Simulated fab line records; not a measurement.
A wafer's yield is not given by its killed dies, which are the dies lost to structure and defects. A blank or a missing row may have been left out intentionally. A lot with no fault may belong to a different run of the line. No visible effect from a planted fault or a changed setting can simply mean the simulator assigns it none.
A struck lot beside a sound one ; flow nand harc ; 23 steps out of a route of 1159
Sound: the wafers L953.1, L953.3, L953.6. Struck: wafer L952.1 (L952.4, L952.6, from the same lot, were not struck and are left out); the cause is given at the end.
For every step that has rows: the tool of each side, followed by ch and its chambers, followed by its first start. Under that, the readings that differ: sound wafers ; struck wafers ; difference of the means ; sigmas: that difference in standard deviations of wafers without a fault.
alike: readings with means less than 2 such deviations apart, plus words and numbers identical on both sides. not compared: withheld readings, readings lacking a value on some wafer, bounds such as >300 that could conceal the same value, and numbers that have no deviation in the record and whose values overlap.
A row with sigmas, a row that says differs or no value, or rows on one side alone: a step with any of these is where the two part. Non-overlapping numbers with no deviation appear without sigmas and do not part them. Lack of a reading on every wafer of one side parts them only where that side has two or more wafers.

NHARC_P_M0_INSPECT_27:
  sound on defect inspect-01, day 6 21:38; struck on defect inspect-02, day 6 22:10
  alike: raw defect count
NHARC_P_M0_PRE_CLEAN_31: time 12 s.
  sound on pecvd-03 ch 0,1, day 6 21:42; struck on pecvd-03 ch 2, day 6 22:14
  alike: heater power w
NHARC_P_M0_DEP_32: deposits SiCN, target thk 30 nm.
  sound on pecvd-03 ch 0,1, day 6 21:47; struck on pecvd-03 ch 2, day 6 22:19
  alike: heater power w
then, 8 steps without rows for these wafers: NHARC_P_M1_DEP_00 (deposits SiOC, target thk 182.5 nm); NHARC_P_M1_DEHYDRATE_01 (time 120 s); NHARC_P_M1_HMDS_02 (time 30 s); NHARC_P_M1_COAT_34 (time 65 s); NHARC_P_M1_COAT_03 (resist thk 90 nm); NHARC_P_M1_SOFTBAKE_04 (time 55 s); NHARC_P_M1_EBR_05; NHARC_P_M1_EXPOSE_06 (exposes mask P M1, target cd 130 nm).
NHARC_P_M1_PEB_07: peb time 65 s.
  sound on litho track-01 ch 0, day 6 22:57; struck on litho track-01 ch 0, day 6 23:28
reading;sound;struck;difference;sigmas
heater power total W (W);157.1 156.7 157.2;197.5;+40.5;+99 or more
then, 1 step without rows for these wafers: NHARC_P_M1_DEVELOP_08 (develop time 35 s).
NHARC_P_M1_CD_MEAS_09 targets a cd of 130 nm.
  sound on cd sem-01 ch 0, day 6 23:02; struck on cd sem-01 ch 0, day 6 23:32
reading;sound;struck;difference;sigmas
cd nm (nm);130.8 130.3 130.1;115.2;-15.2;-23
NHARC_P_M1_OVL_MEAS_10: pitch 260 nm.
  sound on overlay-02, day 6 23:07; struck on overlay-02, day 6 23:38
reading;sound;struck;difference;sigmas
overlay x nm (nm);0.4 -0.4 -0.3;2.9;+3.0;+4
overlay y nm (nm);-1.1 -0.9 -1.2;0.8;+1.9;+2
NHARC_P_M1_INSPECT_11:
  sound on defect inspect-01, day 6 23:09; struck on defect inspect-02, day 6 23:40
  alike: raw defect count
NHARC_P_M1_DESCUM_14: chemistry O2, time 3 s.
  sound on rie diel-06 ch 0,1,3, day 6 23:14; struck on rie diel-06 ch 1, day 6 23:44
reading;sound;struck;difference;sigmas
model.P_M1.cd nm (nm);130.4 129.3 130.2;115.8;-14.2;
  alike: drypump motor current A, oes product au, rf vpp V, showerhead plenum p Torr, throttle valve pct
  not compared: rf hours counter h
NHARC_P_M1_ETCH_35: etches the open film in N2/H2, target depth 40 nm, overetch 12 nm, time 43.94 s.
  sound on rie diel-06 ch 0,3, day 6 23:18; struck on rie diel-06 ch 0, day 6 23:49
  alike: drypump motor current A, oes product au, rf vpp V, showerhead plenum p Torr, throttle valve pct
  not compared: rf hours counter h
NHARC_P_M1_ETCH_15: etches the open film in C4F8/Ar, target depth 182.5 nm, time 91.2 s.
  sound on rie diel-06 ch 1,3; struck on rie diel-06 ch 3
  alike: oes product au, rf vpp V
  not compared: rf hours counter h
NHARC_P_M1_CD_MEAS_16:
  sound on cd sem-01, day 6 23:31; struck on cd sem-01, day 7 00:02
reading;sound;struck;difference;sigmas
cd nm (nm);130.9 128.8 129.7;115.0;-14.8;-19
NHARC_P_M1_STRIP_18: strips in N2/H2.
  sound on rie diel-12 ch 2,3, day 6 23:37; struck on rie diel-12 ch 0, day 7 00:10
  alike: drypump motor current A, oes product au, rf vpp V, showerhead plenum p Torr, throttle valve pct
  not compared: rf hours counter h
NHARC_P_M1_ETCH_28: etches the open film in CF4/N2, target depth 30 nm, time 72.99 s.
  sound on rie diel-12 ch 1,3; struck on rie diel-12 ch 0
reading;sound;struck;difference;sigmas
model.P_M1.cd nm (nm);130.8 128.4 129.8;115.4;-14.3;
  alike: drypump motor current A, oes product au, rf vpp V, showerhead plenum p Torr, throttle valve pct
  not compared: rf hours counter h
then, 1 step without rows for these wafers: NHARC_P_M1_STRIP_19 (strips in post etch residue remover, time 600 s).

## WHERE THEY PART
At NHARC_P_M1_PEB_07 first; at NHARC_P_M1_CD_MEAS_16 last (within this record only). Later steps at which nothing parts them and some readings are alike: NHARC_P_M1_STRIP_18, NHARC_P_M1_ETCH_28.

WHY: whatever the simulator had introduced
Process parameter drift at NHARC_P_M1_PEB_07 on litho track-01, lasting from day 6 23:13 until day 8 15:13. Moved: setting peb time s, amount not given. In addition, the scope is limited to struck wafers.
